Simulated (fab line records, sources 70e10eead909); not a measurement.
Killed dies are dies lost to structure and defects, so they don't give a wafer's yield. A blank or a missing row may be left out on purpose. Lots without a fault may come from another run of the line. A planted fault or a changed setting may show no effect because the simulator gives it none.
fab line records | flow nand_harc
record lots=14 wafers=42 last_day=33
route steps=1302 shown A_ONON_D2@548 END@1302
lots that met no fault: from a run of the same line without faults
start_h: hours from the record's first day to the start of the lot's first wafer shown | wait_h: hours since the lot's step before | " the same as in the row above | L1.1+2: a row that stands for several wafers | - no value, or no start given | * or withheld: withheld | < > ~ a bound
route shown NAME@n: a module of which the file shows steps, and the number in the route of the first | usual: mean/standard deviation of fault-free wafers | same: alike in all rows | chamber/n: place in a boat | sites: the reading at each site | _std_site: their standard deviation | _edge_site: outer sites' mean less inner sites' | radius_mm: how far each site lies from the wafer's centre | mask NAME#n: copy n | behind: the tool/chamber that last shaped the wafer | hold: why the lot was held/for how many hours/how that ended | device: the transistor (n, p or np) that didn't switch | end of line: the same wafers' tests at the end of the route | a step without rows: its recipe alone | killed: dies lost to structure and defects at the first sort, not the wafer's yield | map: a wafer's dies, x killed, . not, _ none there
set.NAME: the setting as run; set.NAME@STEP: as run at that earlier step | model.NAME: the simulator's own value behind a step, which no gauge read
steps of the route over a sample of lots; a table a step, a row a wafer
services: from which hour (start_h, from the record's first day; less than 0 if before it) a tool's chamber was out of use, for how many hours, and why
## steps
# step NHARC_A_ONON_D2_THK_MEAS_05
# recipe thk_meas_gauge=ellipsometry
# usual thk_nm=1000/14
# columns lot.wafer tool chamber start_h wait_h thk_nm
L716.3 film_metro-01 - 271.12 - 1007
L716.4 " - " " 1006
L716.5 " - " " 1007
L718.1 film_metro-01 - 285.02 - 991
L718.4 " - " " 993
L718.5 " - " " 992
L725.1 film_metro-02 - 361.65 - 1028
L725.3 " - " " 1029
L725.6 " - " " 1028
L724.1 film_metro-01 - 361.78 - 988
L724.2 " - " " 986
L724.4 " - " " 987
L723.2 film_metro-02 - 361.84 - 995
L723.4 " - " " 994
L723.5 " - " " 994
L730.2 film_metro-01 - 432.06 - 991
L730.3 " - " " 992
L730.6 " - " " 991
L732.1 film_metro-01 - 432.93 - 998
L732.2 " - " " 998
L732.3 " - " " 999
L734.1 film_metro-01 - 446.62 - 1020
L734.2 " - " " 1022
L734.4 " - " " 1022
L733.3 film_metro-01 - 446.68 - 1017
L733.5 " - " " 1019
L733.6 " - " " 1015
L735.4 film_metro-01 - 475.22 - 1019
L735.5 " - " " 1020
L735.6 " - " " 1020
L736.2 film_metro-01 - 490.21 - 984
L736.5 " - " " 988
L736.6 " - " " 987
L737.1 film_metro-02 - 490.23 - 1013
L737.2 " - " " 1013
L737.6 " - " " 1012
L738.1 film_metro-01 - 503.91 - 995
L738.2 " - " " 994
L738.5 " - " " 994
L739.1 film_metro-02 - 503.91 - 973
L739.3 " - " " 974
L739.4 " - " " 974
# step NHARC_A_ONON_D2_THK_MEAS_14
# recipe thk_meas_gauge=ellipsometry
# usual thk_nm=999/8.3
# columns lot.wafer tool chamber start_h wait_h thk_nm
L716.3 film_metro-01 - 272.81 - 1017
L716.4 " - " " 1015
L716.5 " - " " 1018
L718.1 film_metro-01 - 286.71 - 988
L718.4 " - " " 987
L718.5 " - " " 989
L725.1 film_metro-01 - 363.36 - 1004
L725.3 " - " " 1007
L725.6 " - " " 1005
L724.1 film_metro-02 - 363.47 - 998
L724.2 " - " " 999
L724.4 " - " " 1000
L723.2 film_metro-01 - 363.54 - 998
L723.4 " - " " 1000
L723.5 " - " " 1001
L730.2 film_metro-01 - 433.76 - 998
L730.3 " - " " 996
L730.6 " - " " 997
L732.1 film_metro-01 - 434.69 - 1002
L732.2 " - " " 1002
L732.3 " - " " 1002
L734.1 film_metro-01 - 448.31 - 1002
L734.2 " - " " 1004
L734.4 " - " " 1001
L733.3 film_metro-02 - 448.38 - 999
L733.5 " - " " 1000
L733.6 " - " " 1002
L735.4 film_metro-01 - 476.92 - 995
L735.5 " - " " 993
L735.6 " - " " 994
L736.2 film_metro-02 - 491.91 - 1009
L736.5 " - " " 1008
L736.6 " - " " 1008
L737.1 film_metro-01 - 491.94 - 993
L737.2 " - " " 991
L737.6 " - " " 992
L738.1 film_metro-02 - 505.61 - 998
L738.2 " - " " 998
L738.5 " - " " 998
L739.1 film_metro-01 - 505.61 - 999
L739.3 " - " " 1001
L739.4 " - " " 1001
# step NHARC_A_ONON_D2_THK_MEAS_24
# recipe thk_meas_gauge=ellipsometry
# usual thk_nm=1002/10
# columns lot.wafer tool chamber start_h wait_h thk_nm
L716.3 film_metro-02 - 283.75 - 1001
L716.4 " - " " 1003
L716.5 " - " " 1001
L718.1 film_metro-01 - 295.60 - 1006
L718.4 " - " " 1006
L718.5 " - " " 1005
L725.1 film_metro-01 - 372.52 - 1005
L725.3 " - " " 1005
L725.6 " - " " 1005
L723.2 film_metro-02 - 372.67 - 1002
L723.4 " - " " 1004
L723.5 " - " " 1001
L724.1 film_metro-01 - 372.88 - 1008
L724.2 " - " " 1009
L724.4 " - " " 1009
L730.2 film_metro-01 - 442.92 - 989
L730.3 " - " " 989
L730.6 " - " " 990
L732.1 film_metro-01 - 442.93 - 1008
L732.2 " - " " 1007
L732.3 " - " " 1009
L734.1 film_metro-02 - 457.16 - 1000
L734.2 " - " " 1000
L734.4 " - " " 1000
L733.3 film_metro-01 - 457.17 - 1015
L733.5 " - " " 1015
L733.6 " - " " 1014
L735.4 film_metro-01 - 485.77 - 1011
L735.5 " - " " 1010
L735.6 " - " " 1013
L736.2 film_metro-02 - 501.75 - 1009
L736.5 " - " " 1010
L736.6 " - " " 1009
L737.1 film_metro-01 - 501.75 - 1001
L737.2 " - " " 1000
L737.6 " - " " 999
L738.1 film_metro-02 - 514.80 - 985
L738.2 " - " " 986
L738.5 " - " " 987
L739.1 film_metro-01 - 514.80 - 995
L739.3 " - " " 996
L739.4 " - " " 995
# step NHARC_A_ONON_D2_DEP_25
# recipe target_thk_a=10000 n2_flow_sccm=2750 n2o_flow_sccm=2000 nh3_flow_sccm=500 sih4_flow_sccm=210 temp_c=400
# usual sih4_flow_sccm=210.1/0.58
# columns lot.wafer tool chamber start_h wait_h sih4_flow_sccm
L716.3 pecvd_onon-02 0 283.92 0.2 210.1
L716.4 " 0 " " 209.1
L716.5 " 0 " " 209.3
L718.1 pecvd_onon-02 0 295.66 0.1 210.6
L718.4 " 0 " " 210.6
L718.5 " 0 " " 211.4
L725.1 pecvd_onon-04 0 372.58 0.1 210.4
L725.3 " 0 " " 210.1
L725.6 " 0 " " 209.6
L723.2 pecvd_onon-01 0 372.78 0.1 209.9
L723.4 " 0 " " 209.9
L723.5 " 0 " " 211.1
L724.1 pecvd_onon-04 0 372.94 0.1 209.4
L724.2 " 0 " " 208.7
L724.4 " 0 " " 209.6
L732.1 pecvd_onon-01 0 442.98 0.1 210.3
L732.2 " 0 " " 210.3
L732.3 " 0 " " 210.1
L730.2 pecvd_onon-02 0 443.03 0.1 209.8
L730.3 " 0 " " 210.3
L730.6 " 0 " " 210.1
L734.1 pecvd_onon-02 0 457.22 0.1 210.0
L734.2 " 0 " " 210.7
L734.4 " 0 " " 210.3
L733.3 pecvd_onon-04 0 457.34 0.2 210.6
L733.5 " 0 " " 210.9
L733.6 " 0 " " 210.6
L735.4 pecvd_onon-01 0 486.00 0.2 211.0
L735.5 " 0 " " 210.4
L735.6 " 0 " " 210.1
L737.1 pecvd_onon-01 0 501.81 0.1 210.3
L737.2 " 0 " " 210.6
L737.6 " 0 " " 209.9
L736.2 pecvd_onon-02 0 501.86 0.1 210.9
L736.5 " 0 " " 210.5
L736.6 " 0 " " 209.8
L738.1 pecvd_onon-02 0 514.86 0.1 209.6
L738.2 " 0 " " 209.3
L738.5 " 0 " " 209.3
L739.1 pecvd_onon-01 0 514.86 0.1 208.4
L739.3 " 0 " " 208.9
L739.4 " 0 " " 210.4
# step NHARC_A_ONON_D2_THK_MEAS_27
# recipe thk_meas_gauge=ellipsometry
# usual thk_nm=1000/9.2
# columns lot.wafer tool chamber start_h wait_h thk_nm
L716.3 film_metro-01 - 284.31 - 1008
L716.4 " - " " 1010
L716.5 " - " " 1008
L718.1 film_metro-02 - 296.17 - 1008
L718.4 " - " " 1009
L718.5 " - " " 1010
L725.1 film_metro-01 - 373.09 - 1117
L725.3 " - " " 1118
L725.6 " - " " 1003
L723.2 film_metro-01 - 373.24 - 994
L723.4 " - " " 995
L723.5 " - " " 993
L724.1 film_metro-01 - 373.44 - 1113
L724.2 " - " " 996
L724.4 " - " " 1112
L730.2 film_metro-01 - 443.48 - 995
L730.3 " - " " 996
L730.6 " - " " 993
L732.1 film_metro-01 - 443.49 - 997
L732.2 " - " " 995
L732.3 " - " " 996
L734.1 film_metro-01 - 457.72 - 998
L734.2 " - " " 997
L734.4 " - " " 998
L733.3 film_metro-01 - 457.73 - 992
L733.5 " - " " 993
L733.6 " - " " 992
L735.4 film_metro-01 - 486.34 - 992
L735.5 " - " " 992
L735.6 " - " " 991
L737.1 film_metro-02 - 502.31 - 1000
L737.2 " - " " 1000
L737.6 " - " " 1002
L736.2 film_metro-01 - 502.32 - 998
L736.5 " - " " 996
L736.6 " - " " 997
L739.1 film_metro-02 - 515.37 - 986
L739.3 " - " " 985
L739.4 " - " " 985
L738.1 film_metro-01 - 515.37 - 1001
L738.2 " - " " 1003
L738.5 " - " " 1002
# step NHARC_END_SORT_01
# recipe temp_c=25
# usual killed_at_array=59/19 killed_at_other=1.0/1.1 killed_at_periphery=3.8/2.4 killed_dies=64/19 killed_open=3.3/2 killed_short=2.4/1.6
# same gross_dies=677
# columns lot.wafer tool chamber start_h wait_h killed_at_array killed_at_other killed_at_periphery killed_dies killed_open killed_short
L730.2 prober-01 0 719.32 2.8 57 3 4 64 10 3
L730.3 prober-01 0 720.11 3.1 56 2 0 58 4 0
L730.6 prober-01 0 722.51 4.0 53 3 2 58 5 0
L732.1 prober-01 0 728.37 2.5 41 1 3 45 3 5
L732.2 prober-01 0 729.17 2.8 36 0 5 41 3 3
L732.3 prober-01 0 729.97 3.1 41 0 6 47 7 1
L733.3 prober-01 0 747.06 3.1 94 0 5 99 8 4
L733.5 prober-01 0 748.68 3.7 101 1 3 105 8 2
L733.6 prober-01 0 749.49 4.0 82 0 3 85 5 1
# killed by level:class
L730.2 A_SLIT:chamber_film_flake=23 A_CHANNEL_HOLE_D2:chamber_film_flake=13 A_CHANNEL_HOLE_D1:chamber_film_flake=9 A_WL_FILL:geometric_particle:short=2 THIN_TSV:chamber_film_flake=2 P_GATE:geometric_particle:open=1 P_CONTACT:geometric_particle:open=1 P_M0:geometric_particle:open=1
L730.3 A_SLIT:chamber_film_flake=27 A_CHANNEL_HOLE_D2:chamber_film_flake=14 A_CHANNEL_HOLE_D1:chamber_film_flake=8 THIN_TSV:chamber_film_flake=2 A_CHANNEL_HOLE_D1:geometric_particle:open=1 A_CHANNEL_FILL_D2:geometric_particle:open=1 A_SGD_CUT:geometric_particle:open=1 A_CONTACT:geometric_particle:open=1
L730.6 A_SLIT:chamber_film_flake=26 A_CHANNEL_HOLE_D2:chamber_film_flake=15 A_CHANNEL_HOLE_D1:chamber_film_flake=8 THIN_TSV:chamber_film_flake=3 A_M0:geometric_particle:open=2 P_GATE:geometric_particle:open=1 P_M0:geometric_particle:open=1 A_WL_FILL:geometric_particle:open=1
L732.1 A_CHANNEL_HOLE_D1:chamber_film_flake=13 A_CONTACT:chamber_film_flake=6 A_CHANNEL_HOLE_D2:chamber_film_flake=5 A_SLIT:chamber_film_flake=4 A_CHANNEL_HOLE_D2:geometric_particle:short=3 A_WL_FILL:chamber_film_flake=3 P_ZERO_WELL:chamber_film_flake=2 A_SGD_CUT:chamber_film_flake=2
L732.2 A_CHANNEL_HOLE_D1:chamber_film_flake=12 A_CONTACT:chamber_film_flake=10 A_SLIT:chamber_film_flake=3 A_CHANNEL_FILL_D1:chamber_film_flake=3 A_CHANNEL_HOLE_D2:chamber_film_flake=3 P_STI:chamber_film_flake=2 P_GATE:geometric_particle:short=1 P_CONTACT:geometric_particle:open=1
L732.3 A_CHANNEL_HOLE_D1:chamber_film_flake=7 A_CHANNEL_HOLE_D2:chamber_film_flake=6 A_SLIT:chamber_film_flake=6 A_CONTACT:chamber_film_flake=6 A_CHANNEL_FILL_D1:chamber_film_flake=3 A_WL_FILL:chamber_film_flake=3 P_STI:geometric_particle:open=1 P_CONTACT:geometric_particle:open=1
L733.3 A_CHANNEL_HOLE_D1:chamber_film_flake=30 A_SLIT:chamber_film_flake=25 A_CHANNEL_HOLE_D2:chamber_film_flake=14 A_CONTACT:chamber_film_flake=10 A_WL_FILL:chamber_film_flake=3 A_ONON_D1:geometric_particle:open=2 A_M1:geometric_particle:open=2 P_STI:geometric_particle:short=1
L733.5 A_SLIT:chamber_film_flake=33 A_CHANNEL_HOLE_D1:chamber_film_flake=32 A_CHANNEL_HOLE_D2:chamber_film_flake=15 A_CONTACT:chamber_film_flake=12 A_CHANNEL_FILL_D1:geometric_particle:open=2 A_ONON_D2:geometric_particle:open=2 A_CHANNEL_FILL_D2:chamber_film_flake=2 P_CONTACT:geometric_particle:short=1
L733.6 A_CHANNEL_HOLE_D1:chamber_film_flake=34 A_SLIT:chamber_film_flake=22 A_CHANNEL_HOLE_D2:chamber_film_flake=10 A_CONTACT:chamber_film_flake=7 A_STAIRCASE:chamber_film_flake=3 P_CONTACT:geometric_particle:open=2 A_M1:geometric_particle:open=2 A_WL_FILL:chamber_film_flake=2
## services
# columns tool chamber start_h hours kind
pecvd_onon-01 - 269.67 13.0 pm
pecvd_onon-02 - 290.64 2.7 repair
pecvd_onon-04 - 311.00 13.0 pm
pecvd_onon-02 - 366.09 13.0 pm
pecvd_onon-01 - 450.67 13.0 pm
pecvd_onon-04 - 492.00 13.0 pm
## key
first_sign step=NHARC_A_ONON_D2_THK_MEAS_27 reading=thk_nm direction=up sigmas=13 usual=1000 struck=1115
effect none on later readings
met_at NHARC_A_ONON_D2_DEP_25
struck_lots L724,L725
struck_wafers L724.1,L724.4,L725.1,L725.3
tester_left_out L724,L725
not_acting_at NHARC_A_ONON_D2_THK_MEAS_05,NHARC_A_ONON_D2_THK_MEAS_14,NHARC_A_ONON_D2_THK_MEAS_24
fault kind=process_parameter_drift tool=pecvd_onon-04 chamber=- onset_h=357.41 steps=NHARC_A_ONON_D2_DEP_25 channel=target_thk_a offset=* shape=step end_h=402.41 scope=struck_wafers_only acts_in=* stated=*
# tester_left_out: of these lots the tester's yield and bins aren't shown, on N5 and GAA mostly nor the transistor test; their killed dies are dies lost to structure and defects alone, not to doping, threshold or leakage, so they don't give the yield
